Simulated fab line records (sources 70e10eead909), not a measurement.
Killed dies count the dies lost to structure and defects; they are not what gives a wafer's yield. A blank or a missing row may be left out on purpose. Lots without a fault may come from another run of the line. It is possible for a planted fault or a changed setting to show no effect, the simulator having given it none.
One fault through the eyes of 2 desks | flow nand harc | only its own numbers are on each desk; what lay behind them is given at the end

== TOOL OWNER'S DESK, rie metal-03 ==
The tool's own readings at NHARC_THIN_TSV_ETCH_59 (etches the open film in Cl2/BCl3, target depth 880 nm, time 138.1 s): means of the sampled wafers that have a number, for each lot that ran on this tool. The brackets show how far a lot's mean lies from the usual mean; more than 4 standard deviations puts the lot out of limits, marked OUT.
Columns: A = drypump motor current A at NHARC_THIN_TSV_ETCH_59, usual 5.95 A; B = oes product au at NHARC_THIN_TSV_ETCH_59, usual 1.005 a.u.; C = throttle valve pct at NHARC_THIN_TSV_ETCH_59, usual 22.265 %
lot  | first seen here | A    | B               | C
L501 | day 25 04:37    | 6.09 | 1.011           | 22.274
L502 | day 26 14:31    | 6.04 | 1.013           | 22.260
L506 | day 27 19:29    | 6.21 | 1.265 (+19) OUT | 22.266
L507 | day 28 09:11    | 6.26 | 1.258 (+18) OUT | 22.263
L514 | day 31 02:49    | 6.05 | 1.003           | 22.270
L517 | day 32 08:37    | 6.05 | 1.005           | 22.264
L516 | day 32 10:02    | 6.05 | 1.008           | 22.261
This desk finds L506, L507 out of limits, L506 being first, at day 27 19:29 (oes product au at NHARC_THIN_TSV_ETCH_59). Within limits: L501, L502, L514, L517, L516.

== THE METROLOGY DESK ==
What the gauges read, lot by lot, whatever tool the lot ran on: means of the sampled wafers that have a number. The brackets show how far a lot's mean lies from the usual mean; more than 4 standard deviations puts the lot out of limits, marked OUT.
Columns: A = cd nm at NHARC_THIN_TSV_CD_MEAS_37, usual 5001 nm
lot  | first seen here | A
L496 | day 24 15:46    | 5005
L501 | day 25 05:44    | 5004
L499 | day 25 07:13    | 5001
L502 | day 26 15:46    | 4999
L506 | day 27 20:38    | 4992
L507 | day 28 10:16    | 4989
L514 | day 31 03:58    | 5001
L513 | day 31 04:56    | 5004
L517 | day 32 09:46    | 4999
L516 | day 32 11:09    | 4999
L518 | day 32 12:25    | 5001
This desk found nothing out of limits on any of the 11 lots.

== ALL TOGETHER ==
The tool owner's desk could have raised an alarm at day 27 19:29, on L506, L507.
Metrology desk: nothing out of limits seen.
The metrology desk has L506, L507 on record, within its limits.
The lots listed all ran NHARC_THIN_TSV_ETCH_59 on rie metal-03.

== WHAT WAS PUT IN BY THE SIMULATOR ==
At NHARC_THIN_TSV_ETCH_59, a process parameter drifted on rie metal-03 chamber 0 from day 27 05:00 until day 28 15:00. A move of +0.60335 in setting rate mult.
Shown lots that were struck: L506, L507.
Time in hours from fault onset to the first out-of-limits reading at each desk: the tool owner's desk, 14.
